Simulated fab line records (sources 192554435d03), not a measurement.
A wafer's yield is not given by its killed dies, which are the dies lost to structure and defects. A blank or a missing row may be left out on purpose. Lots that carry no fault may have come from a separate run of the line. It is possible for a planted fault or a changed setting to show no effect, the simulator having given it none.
Split-lot trial    flow n5 finfet    21 wafers read across 7 lots, on a route 1938 steps long

ABOUT THE SPLIT
At N5_BEOL_M4_ETCH_70 (etches SOC in N2/H2, target depth 80 nm, overetch 24 nm, time 130 s), the setting time s was moved away from the recipe's 130 s on 11 of the 21 wafers read, by -16.9% to +19.5%. For the rest of the wafers, this setting stayed at what the recipe calls for.

The reading is taken at the split's own step.

THE READING
SiARC_of_BEOL_M4_COAT_68.thk nm (the simulator's own value, which no gauge read), in nm, at N5_BEOL_M4_ETCH_70 (etches SOC in N2/H2, target depth 80 nm, overetch 24 nm, time 130 s). The file does not state a usual value for it. Average 5.9 nm, standard deviation 0.16 nm, over the 10 wafers here run with the recipe.

wafer   tool, chamber at the split  time s as run, s  against the recipe  SiARC_of_BEOL_M4_COAT_68.thk nm, nm  against lot-mates on the recipe
L074.3  rie diel-04, 2,3            130               recipe              5.8                                  -
L074.6  rie diel-04, 2,3            130               recipe              5.8                                  -
L074.4  rie diel-04, 0              130               recipe              6                                    -
L075.1  rie diel-02, 0              130               recipe              6                                    -
L075.3  rie diel-02, 2              130               recipe              5.8                                  -
L075.4  rie diel-02, 1              130               recipe              5.6                                  -
L079.1  rie diel-05, 2,0            155.4             +19.5%              4.8                                  no lot-mate on the recipe
L079.3  rie diel-05, 2,0            155.4             +19.5%              4.8                                  no lot-mate on the recipe
L079.6  rie diel-05, 2              155.4             +19.5%              4.6                                  no lot-mate on the recipe
L083.2  rie diel-05, 2              130               recipe              6                                    -
L083.4  rie diel-05, 1              130               recipe              5.6                                  -
L083.6  rie diel-05, 2              154               +18.5%              5                                    -0.8
L087.1  rie diel-02, 3,0            116.1             -10.7%              6.8                                  no lot-mate on the recipe
L087.6  rie diel-02, 3,0            116.1             -10.7%              6.8                                  no lot-mate on the recipe
L087.4  rie diel-02, 0              116.1             -10.7%              6.6                                  no lot-mate on the recipe
L090.3  rie diel-02, 1              115.4             -11.2%              6.4                                  +0.4
L090.4  rie diel-02, 0              130               recipe              6                                    -
L090.5  rie diel-02, 2              115.4             -11.2%              6.6                                  +0.6
L091.2  rie diel-04, 0              130               recipe              6                                    -
L091.5  rie diel-04, 0              108               -16.9%              7                                    +1.0
L091.6  rie diel-04, 3              108               -16.9%              6.8                                  +0.8
If several chambers appear in one row, that row covers several wafers at once and the file leaves open which wafer was in which chamber.

THE FIT
A straight line over all 21 wafers: SiARC_of_BEOL_M4_COAT_68.thk nm changes by -0.0599 nm for each +1% of time s; r = -0.97; the points scatter about the line by 0.16 nm.
The same after taking each lot's own level away (the mean of its wafers on the recipe; 15 wafers): -0.048 nm for each +1%; r = -0.95; scatter 0.14 nm.
On that fit, the largest move of time s shifts the reading by 0.94 nm.
The lots' own levels span 5.80 to 6.00 nm, that is 1.3 times the standard deviation above.
Hence the slope depends on the lot-to-lot level, as the two fits are not the same.
Check: -0.943 nm against its lot-mates is what the line predicts for one of the wafers moved furthest among these (+18.5%) when that wafer is left out of the fit. It came out at -0.8 nm against them.

FURTHER SPLITS ON THESE WAFERS
Other splits were also applied to these wafers ahead of the reading. Each is held against what the fit with the lots' levels taken away leaves over:
other split on the same wafers     wafers away from the commonest value  r with SiARC_of_BEOL_M4_COAT_68.thk nm (lot level and that fit taken away)
N5_BEOL_M3_DESCUM_33 time s        8                                     -0.21
N5_BEOL_M4_HM_DEP_02 target thk a  5                                     -0.48
N5_BEOL_M4_EXPOSE_08 dose mj       9                                     -0.38
N5_BEOL_M4_DESCUM_33 time s        4                                     -0.02

THE FILE'S OWN FIT
SiARC_of_BEOL_M4_COAT_68.thk nm changes by -0.0473 nm for each +1% of time s, r = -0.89.
